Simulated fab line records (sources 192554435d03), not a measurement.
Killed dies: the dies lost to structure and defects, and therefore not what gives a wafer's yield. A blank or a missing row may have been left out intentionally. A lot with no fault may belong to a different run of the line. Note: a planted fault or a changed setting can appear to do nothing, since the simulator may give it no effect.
Which tool was responsible? -- flow n5-finfet -- 35 wafers from 12 lots sampled at 2 of the route's 1938 steps

WHAT THE GAUGES SHOWED, per wafer
N5_FIN_SAQP_THK_MEAS_07.
lot,measured,on,thk-nm (nm)
L824,day 1 21:58,film-metro-01,59.4 59.2 60.1
L825,day 2 03:32,film-metro-02,58.8 60.2 60.2
L826,day 2 09:31,film-metro-02,59.6 60.7 60.7
L827,day 2 15:52,film-metro-01,59.5 58.1 60.8
L828,day 2 21:18,film-metro-02,59.8 59.6 60.5
L830,day 3 08:58,film-metro-01,59.1 59.5 60.5
L834,day 4 09:17,film-metro-01,58.4 58.0 59.3
L835,day 4 15:05,film-metro-01,59.0 59.2
L836,day 4 22:07,film-metro-01,60.1 59.0 60.3
L842,day 6 11:40,film-metro-02,59.1 59.7 61.2
L846,day 7 10:01,film-metro-01,61.1 62.2 60.8
L847,day 7 15:20,film-metro-01,58.4 59.5 60.2

WHICH TOOL RAN EACH LOT (tool, then ch and the chambers of the sampled wafers, then the start)
lot,N5_PMOS_HMC_CHANNEL_EPI_CMP_21
L824,"cmp-02 ch 0,1,3, day 1 20:05"
L825,"cmp-02 ch 0,3, day 2 01:46"
L826,"cmp-02 ch 0,3, day 2 07:46"
L827,"cmp-01 ch 2,3, day 2 13:09"
L828,"cmp-02 ch 0,1,2, day 2 19:35"
L830,"cmp-01 ch 0,2,3, day 3 07:26"
L834,"cmp-01 ch 2,3, day 4 07:43"
L835,"cmp-04 ch 2,3, day 4 13:08"
L836,"cmp-02 ch 0,3, day 4 20:10"
L842,"cmp-01 ch 0,1, day 6 10:05"
L846,"cmp-04 ch 2,3, day 7 08:25"
L847,"cmp-02 ch 2,3, day 7 13:34"
- N5_PMOS_HMC_CHANNEL_EPI_CMP_21: polishes SiGe30, target thk 54 nm.

AS READ BY THE TOOLS THEMSELVES (means over the sampled wafers that have a number; for cases with no such wafer, the mark the record gives instead)
N5_PMOS_HMC_CHANNEL_EPI_CMP_21.
lot,tool,motor-current-A (A)
L824,cmp-02,12.4
L825,cmp-02,12.4
L826,cmp-02,12.2
L827,cmp-01,10.9
L828,cmp-02,13.0
L830,cmp-01,11.2
L834,cmp-01,10.9
L835,cmp-04,12.1
L836,cmp-02,12.2
L842,cmp-01,12.7
L846,cmp-04,11.8
L847,cmp-02,12.0

THE ANSWER, worked out from the rows above alone
Rule: usual is defined by the lots themselves. Put in order of their means at a reading, lots are off if they are a third of the lots or fewer, leave a main group of 4 or more, and stand apart from it by a gap of 3 or more times the standard deviation of the main group's means; of several such gaps the widest counts. The tables above print the reading to a certain number of digits; a main group whose means all agree to those digits is not used. Also off: a lot with no number at a reading for which 4 or more lots have one. The other lots that the step has rows for count as sound. After the gauges, taken in route order, come the tools' own readings; for these a lot's mean is taken, as printed above. At the first step where some lot is off, the reading lying furthest off is the one used; lots without a number count as furthest.
No lot is off on any of the readings shown, so nothing can be concluded from this.

WHAT HAD BEEN PUT IN BY THE SIMULATOR
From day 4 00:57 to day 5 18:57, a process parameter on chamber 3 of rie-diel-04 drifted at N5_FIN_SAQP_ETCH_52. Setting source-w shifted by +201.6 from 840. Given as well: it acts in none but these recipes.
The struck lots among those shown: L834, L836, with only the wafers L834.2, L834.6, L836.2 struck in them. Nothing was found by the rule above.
